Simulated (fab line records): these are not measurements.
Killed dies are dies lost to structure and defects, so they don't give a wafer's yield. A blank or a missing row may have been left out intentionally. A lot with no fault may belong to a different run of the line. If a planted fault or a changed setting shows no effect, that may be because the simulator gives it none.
Which tool did it? || flow nandHarc || 12 lots with 36 wafers sampled at 2 steps, on a route of 1302 steps

== WHAT THE GAUGES READ, wafer by wafer ==
NHARC_A_CHANNEL_FILL_D2_INSPECT_13.
{"lot": "L075", "measured": "day 16 05:13", "on": "defectInspect-02", "rawDefectCount": "536 437 634"}
{"lot": "L076", "measured": "day 16 12:44", "on": "defectInspect-01", "rawDefectCount": "249 268 291"}
{"lot": "L078", "measured": "day 17 13:29", "on": "defectInspect-02", "rawDefectCount": "281 465 411"}
{"lot": "L081", "measured": "day 18 09:15", "on": "defectInspect-02", "rawDefectCount": "398 256 436"}
{"lot": "L083", "measured": "day 19 19:31", "on": "defectInspect-02", "rawDefectCount": "400 273 265"}
{"lot": "L086", "measured": "day 20 10:47", "on": "defectInspect-01", "rawDefectCount": "677 287 554"}
{"lot": "L088", "measured": "day 21 13:04", "on": "defectInspect-02", "rawDefectCount": "274 384 288"}
{"lot": "L089", "measured": "day 21 22:22", "on": "defectInspect-02", "rawDefectCount": "386 340 387"}
{"lot": "L091", "measured": "day 22 19:22", "on": "defectInspect-01", "rawDefectCount": "201 238 205"}
{"lot": "L093", "measured": "day 23 04:20", "on": "defectInspect-02", "rawDefectCount": "256 344 377"}
{"lot": "L095", "measured": "day 24 10:10", "on": "defectInspect-01", "rawDefectCount": "371 257 335"}
{"lot": "L096", "measured": "day 25 00:43", "on": "defectInspect-02", "rawDefectCount": "476 336 270"}

== TOOL THAT RAN EACH LOT (tool first, then ch and the chambers of the sampled wafers, then the start) ==
{"lot": "L075", "NHARC_A_CHANNEL_FILL_D2_CMP_10": "cmp-04 ch 1,2,3, day 16 04:40"}
{"lot": "L076", "NHARC_A_CHANNEL_FILL_D2_CMP_10": "cmp-02 ch 0,1, day 16 11:58"}
{"lot": "L078", "NHARC_A_CHANNEL_FILL_D2_CMP_10": "cmp-03 ch 0,2,3, day 17 12:44"}
{"lot": "L081", "NHARC_A_CHANNEL_FILL_D2_CMP_10": "cmp-04 ch 0,1,3, day 18 08:40"}
{"lot": "L083", "NHARC_A_CHANNEL_FILL_D2_CMP_10": "cmp-04 ch 0,2, day 19 18:45"}
{"lot": "L086", "NHARC_A_CHANNEL_FILL_D2_CMP_10": "cmp-04 ch 2,3, day 20 10:11"}
{"lot": "L088", "NHARC_A_CHANNEL_FILL_D2_CMP_10": "cmp-04 ch 0,1, day 21 12:29"}
{"lot": "L089", "NHARC_A_CHANNEL_FILL_D2_CMP_10": "cmp-04 ch 0,2,3, day 21 21:45"}
{"lot": "L091", "NHARC_A_CHANNEL_FILL_D2_CMP_10": "cmp-04 ch 1,2,3, day 22 18:46"}
{"lot": "L093", "NHARC_A_CHANNEL_FILL_D2_CMP_10": "cmp-02 ch 0,1,2, day 23 03:45"}
{"lot": "L095", "NHARC_A_CHANNEL_FILL_D2_CMP_10": "cmp-03 ch 0,1,3, day 24 09:32"}
{"lot": "L096", "NHARC_A_CHANNEL_FILL_D2_CMP_10": "cmp-04 ch 1,2, day 25 00:07"}
- NHARC_A_CHANNEL_FILL_D2_CMP_10: polishes, target thk 150 nm.

== THE ANSWER, worked out from the rows above alone ==
Rule: usual is defined by the lots themselves. Put in order of their means at a reading, lots are off if they are a third of the lots or fewer, leave a main group of 4 or more, and stand apart from it by a gap of 3 or more times the standard deviation of the main group's means; of several such gaps the widest counts. If all means in a main group match to the digits the tables above print for the reading, that group is not used. A lot without any number at a reading at which 4 lots or more have one is off too. All remaining lots with rows at the step are treated as sound.
Nothing can be told from this: no lot is off at any reading shown.

== WHAT THE SIMULATOR HAD INSERTED ==
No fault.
